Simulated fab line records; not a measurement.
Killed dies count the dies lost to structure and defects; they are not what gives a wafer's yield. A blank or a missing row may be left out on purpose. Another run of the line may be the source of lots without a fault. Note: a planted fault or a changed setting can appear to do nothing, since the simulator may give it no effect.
Chamber matching	flow n5-finfet	N5_BEOL_M3_DESCUM_16 on rie-diel-02: 3 sister chambers
The step chemistry O2, time 7 s. 14 wafers are shown with their chamber, then 5 later ones without.

WAFERS, EACH WITH ITS CHAMBER
wafer	chamber	throttle-valve-pct (%)	drypump-motor-current-A (A)	showerhead-plenum-p-Torr (Torr)
L075.3	1	20.2	5.1	2.15
L075.4	3	20.2	6.4	2.04
L075.5	2	20.6	6.3	2.03
L083.3	3	20.2	6.4	2.04
L083.5	2	20.7	6.3	2.03
L083.6	1	20.2	5.1	2.14
L086.1	1	20.2	5.0	2.14
L086.2	3	20.2	6.5	2.04
L086.6	2	20.7	6.3	2.03
L090.1	1	20.2	5.1	2.14
L090.4	2	20.7	6.4	2.02
L090.5	2	20.7	6.3	2.02
L093.1	2	20.7	6.3	2.02
L093.2	3	20.2	6.4	2.03

SIGNATURES, as means of the wafers listed above
reading	chamber 1	chamber 2	chamber 3	scatter within a chamber
throttle-valve-pct	20.200	20.683	20.200	0.0275
drypump-motor-current-A	5.075	6.317	6.425	0.0461
showerhead-plenum-p-Torr	2.1425	2.0250	2.0375	0.00522
Rule: a wafer lies at a distance from a chamber equal to the root of the sum of squares, over the readings, of (its reading less the chamber's mean, divided by the reading's scatter). If the next closest chamber is less than 2 further off than the closest, the wafer can't be placed; otherwise it belongs to the closest. The scatter: the root of (the sum of the squares of (reading less its chamber's mean) over the shown wafers, divided by (wafers less chambers)).

WAFERS WHOSE CHAMBER IS MISSING
wafer	throttle-valve-pct (%)	drypump-motor-current-A (A)	showerhead-plenum-p-Torr (Torr)
L093.6	20.2	5.1	2.14
L095.1	20.7	6.3	2.02
L095.5	20.2	6.5	2.03
L096.1	19.7	5.1	2.14
L096.4	20.7	6.3	2.02

WHICH CHAMBER EACH WENT THROUGH
wafer	from the rows above	in truth
L093.6	1	1
L095.1	2	2
L095.5	3	3
L096.1	1	1
L096.4	2	2
Correctly placed: 5 of 5. Left unplaced by these rows: 0. Placed wrongly: 0.
